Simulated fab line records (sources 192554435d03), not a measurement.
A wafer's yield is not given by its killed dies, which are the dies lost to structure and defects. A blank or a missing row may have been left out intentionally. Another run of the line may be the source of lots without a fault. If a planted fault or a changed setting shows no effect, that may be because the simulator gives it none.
A lot that was struck, set against a sound lot / flow n5 finfet / 18 steps out of a route of 1938
Sound: these wafers, L199.1, L199.3, L199.6. The struck wafers were L209.1, L209.5, L209.6. The cause is given at the end.
For every step that has rows: the tool of each side, followed by ch and its chambers, followed by its first start. Under that, the readings that differ: sound wafers / struck wafers / difference of the means / sigmas: that difference in standard deviations of wafers without a fault.
alike: words and numbers the same on both sides, and readings whose means are apart by under 2 such deviations; not compared: readings that were withheld, readings missing a value for some wafer, numbers with overlapping values and no deviation given by the record, and bounds like >300 which may hide the same value.
A row with sigmas, a row that says differs or no value, or rows on one side alone: a step with any of these is where the two part. Non-overlapping numbers with no deviation appear without sigmas and do not part them. Lack of a reading on every wafer of one side parts them only where that side has two or more wafers.

first, 1 step without rows for these wafers: N5_PASSIVATION_STRIP_14 (strips in O2).
N5_PASSIVATION_ETCH_15: etches SiCN in CF4/N2, target depth 75 nm, time 81.2 s.
  sound: rie diel-02 ch 1,2; struck: rie diel-02 ch 2,3
  alike: drypump motor current A, oes product au, rf vpp V, showerhead plenum p Torr, throttle valve pct
  not compared: rf hours counter h
then, 2 steps without rows for these wafers: N5_PASSIVATION_STRIP_73 (strips in post etch residue remover, time 60 s); N5_PASSIVATION_SRD_17 (time 30 s, dry time 30 s).
N5_PASSIVATION_DEGAS_18: time 60 s.
  sound on pvd sputter-02 at day 12 19:34; struck on pvd sputter-03 at day 14 10:43
  alike: heater power w, susceptor temp C
N5_PASSIVATION_PRE_CLEAN_19:
  sound on pvd sputter-02 at day 12 19:37; struck on pvd sputter-03 at day 14 10:45
  alike: heater power w
  not compared: susceptor temp C
N5_PASSIVATION_SPUTTER_20: material TaN, target thk 50 nm.
  sound on pvd sputter-02 at day 12 19:39; struck on pvd sputter-03 at day 14 10:47
  alike: susceptor temp C, throttle valve pct
N5_PASSIVATION_AL_DEP_21: deposits Al, target thk 2800 nm, time 170 s.
  sound on pvd sputter-02 at day 12 19:45; struck on pvd sputter-03 at day 14 10:53
  alike: cathode dc power W, susceptor temp C, throttle valve pct
then, 4 steps without rows for these wafers: N5_PASSIVATION_HMDS_23 (time 60 s); N5_PASSIVATION_COAT_24; N5_PASSIVATION_EBR_26; N5_PASSIVATION_SOFTBAKE_25 (time 90 s).
N5_PASSIVATION_EXPOSE_27: exposes mask PAD, defocus 0 nm.
  sound on krf scanner-02 ch 0, day 12 20:11; struck on krf scanner-02 ch 0, day 14 11:19
reading=exposure dose mJ cm2; sound=32.30 32.31 32.30; struck=34.04 34.07 34.07; difference=+1.76; sigmas=+57
  alike: mask
then, 3 steps without rows for these wafers: N5_PASSIVATION_PEB_28; N5_PASSIVATION_DEVELOP_29 (develop time 60 s); N5_PASSIVATION_HARDBAKE_31 (time 120 s).
N5_PASSIVATION_CD_MEAS_30: target cd 4000 nm.
  sound on cd sem-03 ch 0, day 12 20:22; struck on cd sem-03 ch 0, day 14 11:29
reading=cd nm (nm); sound=3997.8 4002.2 3999.2; struck=4012.5 4014.7 4016.2; difference=+14.7; sigmas=+5
N5_PASSIVATION_OVL_MEAS_63:
  sound on overlay-02 ch 0, day 12 20:23; struck on overlay-01 ch 0, day 14 11:31
reading=PAD_OVL (nm); sound=-11 -2 -8; struck=9 4 -2; difference=+11; sigmas=+2

== WHERE THEY PART ==
First at N5_PASSIVATION_EXPOSE_27; last, within this record, at N5_PASSIVATION_OVL_MEAS_63.

WHY: whatever the simulator had introduced
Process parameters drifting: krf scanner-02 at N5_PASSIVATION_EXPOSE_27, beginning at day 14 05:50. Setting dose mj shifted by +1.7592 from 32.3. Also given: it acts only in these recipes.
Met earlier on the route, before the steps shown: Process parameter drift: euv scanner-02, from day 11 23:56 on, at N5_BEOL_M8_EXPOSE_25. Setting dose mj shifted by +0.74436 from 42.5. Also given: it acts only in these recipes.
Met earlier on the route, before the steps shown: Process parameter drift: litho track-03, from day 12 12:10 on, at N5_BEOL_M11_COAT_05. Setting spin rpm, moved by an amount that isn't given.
